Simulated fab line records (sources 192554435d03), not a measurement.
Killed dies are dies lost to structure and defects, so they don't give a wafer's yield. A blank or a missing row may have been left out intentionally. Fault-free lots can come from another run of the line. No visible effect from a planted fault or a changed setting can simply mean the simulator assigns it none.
Matching of chambers -- flow n5Finfet -- rieDiel-02 running N5_FIN_CUT_CUT_ETCH_27: 4 sister chambers
The step etches SiO2 in CHF3/O2, target depth 4 nm, overetch 2 nm, time 4.9 s. 16 wafers are shown with their chamber, then 8 later ones without.

WAFERS WITH THEIR CHAMBER
wafer,chamber,showerheadPlenumPTorr (Torr),throttleValvePct (%),rfVppV (V)
L074.1,0,2.55,18.69,534
L074.2,1,2.33,18.66,521
L074.3,3,2.49,18.99,532
L081.1,0,2.55,18.68,533
L081.3,2,2.40,18.61,521
L081.5,0,2.55,18.69,532
L083.2,3,2.48,19.01,533
L083.3,0,2.54,18.70,534
L083.6,0,2.54,18.70,533
L085.2,1,2.33,18.70,520
L085.3,3,2.48,19.01,533
L085.4,2,2.40,18.61,522
L086.1,2,2.40,18.62,522
L086.3,3,2.48,19.03,533
L086.4,0,2.54,18.71,531
L087.2,2,2.40,18.61,521

SIGNATURES (means of the wafers above)
reading,chamber 0,chamber 1,chamber 2,chamber 3,scatter within a chamber
showerheadPlenumPTorr,2.5450,2.3300,2.4000,2.4825,0.00433
throttleValvePct,18.6950,18.6800,18.6125,19.0100,0.0136
rfVppV,532.83,520.50,521.50,532.75,0.87
Rule: distance of a wafer from a chamber = root of the sum over the readings of ((wafer's reading minus chamber's mean) / reading's scatter) squared. The wafer belongs to the nearest chamber; if the next one is less than 2 further off, it can't be placed. How the scatter is found: for the shown wafers, subtract from each reading the mean of its chamber, square and add these, divide the total by (wafers less chambers), then take the root.

WAFERS MISSING THEIR CHAMBER
wafer,showerheadPlenumPTorr (Torr),throttleValvePct (%),rfVppV (V)
L087.3,2.54,18.71,534
L087.5,2.32,18.70,522
L092.1,2.32,18.70,520
L092.2,2.48,19.04,532
L092.4,2.40,18.63,523
L097.1,2.32,18.72,520
L097.2,2.53,18.74,533
L097.6,2.48,19.03,531

CHAMBER TAKEN BY EACH
wafer,from the rows above,in truth
L087.3,0,0
L087.5,1,1
L092.1,1,1
L092.2,3,3
L092.4,2,2
L097.1,1,1
L097.2,0,0
L097.6,3,3
Correctly placed: 8 of 8. Not placeable from these rows: 0. 0 placed wrongly.
